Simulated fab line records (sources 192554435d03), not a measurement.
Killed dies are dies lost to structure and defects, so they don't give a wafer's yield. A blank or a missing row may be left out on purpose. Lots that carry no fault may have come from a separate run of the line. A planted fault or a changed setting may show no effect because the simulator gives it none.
Chamber matching    flow n5_finfet    ald_sin-03 running N5_SD_EPI_N_LINER_46: 4 sister chambers
The step material SiNx, target thk 3 nm. 4 wafers are shown with their chamber, then 9 later ones without.

== EACH WAFER AND ITS CHAMBER ==
wafer   chamber  heater_power_outer_w (W)
L091.2  3        628
L092.1  0        504
L092.2  2        515
L092.5  1        558

== WAFERS WITHOUT THEIR CHAMBER ==
wafer   heater_power_outer_w (W)
L093.2  540
L093.4  504
L093.5  521
L095.2  606
L095.3  512
L095.5  628
L097.2  517
L097.3  558
L097.5  576

== EACH ONE'S CHAMBER ==
wafer   from the rows above           in truth
L093.2  can't be placed: 1 or 2 or 0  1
L093.4  can't be placed: 0 or 2       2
L093.5  can't be placed: 2 or 0       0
L095.2  3                             3
L095.3  can't be placed: 2 or 0       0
L095.5  3                             3
L097.2  can't be placed: 2 or 0       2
L097.3  1                             1
L097.5  1                             1
Correctly placed: 4 of 9. Not placeable from these rows: 5 (in 5, the candidates include the true chamber). Placed wrongly: 0.
How it was worked out, from the rows above alone: a wafer's distance from a chamber is the root of the sum, over the readings, of the square of ((its reading less the chamber's mean) divided by the reading's scatter). If the next closest chamber is less than 2 further off than the closest, the wafer can't be placed; otherwise it belongs to the closest. For every chamber, the mean is computed from those of its wafers that are shown. The scatter: root of mean squared gap, hidden wafer to nearest shown wafer, with one shown wafer a chamber.
